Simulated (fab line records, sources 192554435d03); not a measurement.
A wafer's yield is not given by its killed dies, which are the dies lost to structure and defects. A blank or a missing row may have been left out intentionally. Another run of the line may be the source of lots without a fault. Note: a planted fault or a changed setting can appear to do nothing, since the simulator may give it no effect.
Matching of chambers ; flow n5_finfet ; 3 sister chambers for N5_BEOL_M6_DEP_56 on pecvd-04
The step deposits SiCN from 3MS/NH3, target thk 10 nm, time 17.5 s. 3 wafers are shown with their chamber, then 6 later ones without.

EACH WAFER AND ITS CHAMBER
wafer;chamber;throttle_valve_pct (%)
L558.3;1;9.0
L558.6;0;9.6
L560.4;2;8.3

WAFERS MISSING THEIR CHAMBER
wafer;throttle_valve_pct (%)
L560.5;9.2
L561.1;9.2
L561.3;8.5
L561.4;8.6
L568.3;8.2
L568.6;9.7

WHICH CHAMBER EACH WENT THROUGH
wafer;from the rows above;in truth
L560.5;can't be placed: 1 or 0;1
L561.1;can't be placed: 1 or 0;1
L561.3;can't be placed: 2 or 1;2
L561.4;can't be placed: 2 or 1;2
L568.3;2;2
L568.6;0;0
Correct placement for 2 of the 6. Unplaceable from these rows: 4, with the true chamber sitting among the candidates in 4. Wrongly placed: 0.
How it was worked out, from the rows above alone: a wafer's distance from a chamber is the root of the sum, over the readings, of the square of ((its reading less the chamber's mean) divided by the reading's scatter). The wafer belongs to the nearest chamber; if the next one is less than 2 further off, it can't be placed. For every chamber, the mean is computed from those of its wafers that are shown. The scatter: root of mean squared gap, hidden wafer to nearest shown wafer, with one shown wafer a chamber.
